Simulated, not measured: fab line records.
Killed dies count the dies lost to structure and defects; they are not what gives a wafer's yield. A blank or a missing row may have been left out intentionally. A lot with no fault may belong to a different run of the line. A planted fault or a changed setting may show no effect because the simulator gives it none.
2 desks looking at one fault -- flow nand harc -- numbers are kept per desk, each desk with only its own; the story behind them comes last

## DESK OF THE TOOL OWNER: litho track-04
The tool's own readings at NHARC_A_M1_PEB_07 (peb time 65 s): means of the sampled wafers that have a number, for each lot that ran on this tool. A lot is out of limits, marked OUT, if its mean lies more than 4 standard deviations from the usual mean; the brackets give that distance.
Columns: A = exhaust pa at NHARC_A_M1_PEB_07, usual 45.2 Pa; B = heater power total W at NHARC_A_M1_PEB_07, usual 156.6 W
lot,first seen here,A,B
L821,day 17 22:16,45.0,156.3
L824,day 18 06:55,44.9,156.9
L826,day 18 14:44,45.3,156.6
L832,day 20 20:51,45.6,173.7 (+40) OUT
L837,day 21 18:04,44.9,172.9 (+38) OUT
This desk's finding: out of limits on L832, L837; first on L832, day 20 20:51 (heater power total W at NHARC_A_M1_PEB_07). In limits: L821, L824, L826.

## AT THE METROLOGY DESK
What the gauges read, lot by lot, whatever tool the lot ran on: means of the sampled wafers that have a number. A lot is out of limits, marked OUT, if its mean lies more than 4 standard deviations from the usual mean; the brackets give that distance.
Columns: A = cd nm at NHARC_A_M1_CD_MEAS_09, usual 120.3 nm
lot,first seen here,A
L821,day 17 22:20,120.1
L825,day 18 03:44,119.9
L824,day 18 07:00,120.3
L826,day 18 14:49,120.6
L827,day 19 05:02,120.4
L832,day 20 20:56,113.8 (-16) OUT
L837,day 21 18:09,113.7 (-16) OUT
L839,day 22 00:13,120.3
L838,day 22 15:13,120.5
L840,day 22 15:22,120.3
L843,day 23 18:01,120.5
This desk's finding: out of limits on L832, L837; first on L832, day 20 20:56 (cd nm at NHARC_A_M1_CD_MEAS_09). In limits: L821, L825, L824, L826, L827, L839, L838, L840, L843.

## ALL TOGETHER
The tool owner's desk could have raised an alarm at day 20 20:51, on L832, L837.
At day 20 20:56 the metrology desk could have sounded an alarm, on L832, L837.
Of the lots named, all ran NHARC_A_M1_PEB_07 on litho track-04.

## WHAT THE SIMULATOR PUT IN
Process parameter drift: litho track-04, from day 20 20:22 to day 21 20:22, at NHARC_A_M1_PEB_07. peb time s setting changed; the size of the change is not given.
Shown lots that were struck: L832, L837.
Delay (hours) between the fault's onset and each desk's first out-of-limits reading: 0 at the tool owner's desk, 1 at the metrology desk.
